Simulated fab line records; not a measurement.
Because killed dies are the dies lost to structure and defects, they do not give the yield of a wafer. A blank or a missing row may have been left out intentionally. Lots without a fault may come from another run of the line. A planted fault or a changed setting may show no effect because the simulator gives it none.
Split-lot study | flow n5Finfet | 21 wafers read from 7 lots, route of 1938 steps

THE SPLIT
At N5_SD_EPI_N_COAT_33 (time 60 s, resist thk 35 nm), the setting spinRpm was moved away from the recipe's 1500 rpm on 7 of the 21 wafers read, by -4.5% to +8.3%. All remaining wafers had this setting at the recipe value.

FROM THE SPLIT TO THE READING: what the file shows between them, 4 steps
- N5_SD_EPI_N_PEB_07: peb time 60 s (also split here: pebTempC)
- N5_SD_EPI_N_DEVELOP_08: develop time 30 s
- N5_SD_EPI_N_CD_MEAS_09: target cd 120 nm
- N5_SD_EPI_N_DESCUM_14: chemistry O2, time 7.9 s

THE READING
CAR-ArF-block_of_SD_EPI_N_COAT_03.thkNm (the simulator's own value, which no gauge read), in nm, at N5_SD_EPI_N_ETCH_34 (etches SiARC in CF4, target depth 45.5 nm, time 75.8 s). The file gives no usual value for it. Across the 14 wafers here that went through the recipe, the average is 110.6 nm and the standard deviation 0.36 nm.

wafer  | tool, chamber at the split | spinRpm as run, rpm | against the recipe | CAR-ArF-block_of_SD_EPI_N_COAT_03.thkNm, nm | against lot-mates on the recipe
L075.1 | lithoTrack-04, 0           | 1500                | recipe             | 111                                         | -
L075.3 | lithoTrack-04, 0           | 1500                | recipe             | 111.2                                       | -
L075.4 | lithoTrack-04, 0           | 1602                | +6.8%              | 112.4                                       | +1.3
L079.1 | lithoTrack-01, 0           | 1432                | -4.5%              | 109.8                                       | -0.6
L079.3 | lithoTrack-01, 0           | 1500                | recipe             | 110.4                                       | -
L079.5 | lithoTrack-01, 0           | 1500                | recipe             | 110.4                                       | -
L081.2 | lithoTrack-01, 0           | 1500                | recipe             | 110.6                                       | -
L081.4 | lithoTrack-01, 0           | 1500                | recipe             | 110.6                                       | -
L081.6 | lithoTrack-01, 0           | 1625                | +8.3%              | 112.4                                       | +1.8
L083.1 | lithoTrack-05, 0           | 1500                | recipe             | 110.4                                       | -
L083.4 | lithoTrack-05, 0           | 1437                | -4.2%              | 109.6                                       | -0.8
L083.5 | lithoTrack-05, 0           | 1437                | -4.2%              | 109.6                                       | -0.8
L085.1 | lithoTrack-01, 0           | 1500                | recipe             | 110                                         | -
L085.2 | lithoTrack-01, 0           | 1500                | recipe             | 110.6                                       | -
L085.6 | lithoTrack-01, 0           | 1500                | recipe             | 110.4                                       | -
L087.1 | lithoTrack-05, 0           | 1500                | recipe             | 110.8                                       | -
L087.2 | lithoTrack-05, 0           | 1500                | recipe             | 110.4                                       | -
L087.3 | lithoTrack-05, 0           | 1500                | recipe             | 110.8                                       | -
L097.1 | lithoTrack-05, 0           | 1500                | recipe             | 111.4                                       | -
L097.3 | lithoTrack-05, 0           | 1444                | -3.7%              | 110.6                                       | -0.8
L097.5 | lithoTrack-05, 0           | 1444                | -3.7%              | 110.4                                       | -1.0

FIT RESULTS
A straight line over all 21 wafers: CAR-ArF-block_of_SD_EPI_N_COAT_03.thkNm changes by +0.204 nm for each +1% of spinRpm; r = +0.87; the points scatter about the line by 0.38 nm.
The same after taking each lot's own level away (the mean of its wafers on the recipe; 21 wafers): +0.201 nm for each +1%; r = +0.97; scatter 0.16 nm.
On that fit, the largest move of spinRpm shifts the reading by 1.7 nm.
Across the lots, their own levels run from 110.33 to 111.40 nm, a range of 3.0 times the standard deviation given above.
So the lot-to-lot level changes the slope little: the two slopes agree.
Check: +1.59 nm against its lot-mates is what the line predicts for one of the wafers moved furthest among these (+8.3%) when that wafer is left out of the fit. Against them it came out at +1.8 nm.

OTHER SPLITS ON THESE WAFERS
These wafers also went through other splits before the reading. Each is held against what the fit with the lots' levels taken away leaves over:
other split on the same wafers      | wafers away from the commonest value | r with CAR-ArF-block_of_SD_EPI_N_COAT_03.thkNm (lot level and that fit taken away)
N5_FIN_SAQP_HM_DEP_03 timeS         | 5                                    | +0.01
N5_FIN_SAQP_EXPOSE_13 doseMj        | 5                                    | +0.09
N5_STI_FIN_REVEAL_ETCHBACK_08 timeS | 5                                    | +0.22
N5_SD_EPI_N_PEB_07 pebTempC         | 9                                    | +0.23

THE WHOLE CHAIN: every reading that the file lists as answering this split, in the file's order
step                | what it does                                           | reading                                                                                  | change (the file's fit)               | r (the file's)
N5_SD_EPI_N_COAT_33 | time 60 s, resist thk 35 nm                            | SiARC_of_SD_EPI_N_COAT_33.thkNm (the simulator's own value, which no gauge read)         | -0.165 nm for each +1% of the setting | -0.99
N5_SD_EPI_N_ETCH_34 | etches SiARC in CF4, target depth 45.5 nm, time 75.8 s | etch.depthNm (the simulator's own value, which no gauge read)                            | -0.161 nm for each +1% of the setting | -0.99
N5_SD_EPI_N_ETCH_34 | etches SiARC in CF4, target depth 45.5 nm, time 75.8 s | CAR-ArF-block_of_SD_EPI_N_COAT_03.thkNm (the simulator's own value, which no gauge read) | +0.198 nm for each +1% of the setting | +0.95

THE FILE'S OWN FIT
CAR-ArF-block_of_SD_EPI_N_COAT_03.thkNm changes by +0.198 nm for each +1% of spinRpm, r = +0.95.
